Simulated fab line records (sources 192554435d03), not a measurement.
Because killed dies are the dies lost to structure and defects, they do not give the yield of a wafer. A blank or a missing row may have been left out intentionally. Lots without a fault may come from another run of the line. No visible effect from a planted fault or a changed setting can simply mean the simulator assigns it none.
Which tool was responsible? + flow n5-finfet + 32 wafers from 11 lots sampled at 4 of the route's 1938 steps

== WHAT THE GAUGES SHOWED, per wafer ==
N5_BEOL_M7_CD_MEAS_28: target cd 40 nm.
| lot  | measured     | on        | cd-nm (nm)        |
|------|--------------|-----------|-------------------|
| L873 | day 9 17:00  | cd-sem-01 | 39.85 40.42 40.19 |
| L874 | day 9 19:53  | cd-sem-02 | 40.06 39.98 40.08 |
| L884 | day 11 20:52 | cd-sem-01 | 39.83 40.01 39.64 |
| L883 | day 12 00:08 | cd-sem-03 | 40.23 40.44 40.37 |
| L886 | day 12 15:20 | cd-sem-01 | 40.11 39.56 40.34 |
| L887 | day 13 04:21 | cd-sem-03 | 39.84 39.98 39.97 |
| L889 | day 13 11:31 | cd-sem-03 | 40.20 39.38       |
| L890 | day 13 20:14 | cd-sem-02 | 39.98 39.79 40.23 |
| L893 | day 13 22:47 | cd-sem-01 | 40.30 40.57 40.22 |
| L895 | day 14 21:14 | cd-sem-02 | 39.96 40.14 39.56 |
| L896 | day 15 02:50 | cd-sem-03 | 40.08 39.89 39.98 |

== WHICH TOOL RAN EACH LOT (tool, then ch and the chambers of the sampled wafers, then the start) ==
| lot  | N5_BEOL_M7_ETCH_61                 | N5_BEOL_M7_HM_OPEN_17             | N5_BEOL_M7_STRIP_19                |
|------|------------------------------------|-----------------------------------|------------------------------------|
| L873 | rie-diel-04 ch 1,3, day 9 15:37    | rie-metal-01 ch 0,1, day 9 15:52  | rie-diel-04 ch 0,2,3, day 9 15:58  |
| L874 | rie-diel-04 ch 0,3, day 9 18:53    | rie-metal-01 ch 0,1, day 9 19:09  | rie-diel-04 ch 2,3, day 9 19:14    |
| L884 | rie-diel-01 ch 1,2, day 11 19:17   | rie-metal-02 ch 0,1, day 11 19:34 | rie-diel-04 ch 0,1,3, day 11 19:39 |
| L883 | rie-diel-04 ch 0,2,3, day 11 23:16 | rie-metal-03 ch 0,1, day 11 23:31 | rie-diel-04 ch 0,1,2, day 11 23:45 |
| L886 | rie-diel-03 ch 0,1,3, day 12 13:25 | rie-metal-01 ch 0,1, day 12 13:40 | rie-diel-01 ch 0,1, day 12 13:46   |
| L887 | rie-diel-04 ch 2,3, day 13 03:06   | rie-metal-03 ch 0,1, day 13 03:20 | rie-diel-03 ch 0,1,3, day 13 03:27 |
| L889 | rie-diel-01 ch 0, day 13 10:04     | rie-metal-03 ch 0,1, day 13 10:20 | rie-diel-01 ch 1,3, day 13 10:26   |
| L890 | rie-diel-03 ch 0,1,2, day 13 18:21 | rie-metal-03 ch 0,1, day 13 18:35 | rie-diel-01 ch 0,1,2, day 13 18:54 |
| L893 | rie-diel-04 ch 0,1,3, day 13 21:55 | rie-metal-03 ch 0, day 13 22:10   | rie-diel-03 ch 0,1,2, day 13 22:17 |
| L895 | rie-diel-04 ch 1,3, day 14 19:25   | rie-metal-03 ch 0, day 14 19:40   | rie-diel-01 ch 0,1,2, day 14 19:54 |
| L896 | rie-diel-03 ch 0,1,2, day 15 01:58 | rie-metal-03 ch 0,1, day 15 02:12 | rie-diel-01 ch 1,2,3, day 15 02:27 |
- N5_BEOL_M7_ETCH_61: etches SiARC in CF4, target depth 45.5 nm, time 75.8 s.
- N5_BEOL_M7_HM_OPEN_17: chemistry Cl2/BCl3, target TiN, target depth 20 nm, overetch 6 nm.
- N5_BEOL_M7_STRIP_19: strips in O2.

== THE ANSWER, worked out from the rows above alone ==
Rule: the usual values come from the lots themselves. The widest of any qualifying gaps counts: lots, ordered by their means at a reading, are off when they make up no more than a third of the lots, leave a main group of 4 or more, and stand apart from it by 3 or more times the standard deviation of that group's means. If all means in a main group match to the digits the tables above print for the reading, that group is not used. Also off: a lot with no number at a reading for which 4 or more lots have one. The other lots that the step has rows for count as sound.
None of the lots is off at any reading shown; this tells nothing.

== WHAT THE SIMULATOR HAD INSERTED ==
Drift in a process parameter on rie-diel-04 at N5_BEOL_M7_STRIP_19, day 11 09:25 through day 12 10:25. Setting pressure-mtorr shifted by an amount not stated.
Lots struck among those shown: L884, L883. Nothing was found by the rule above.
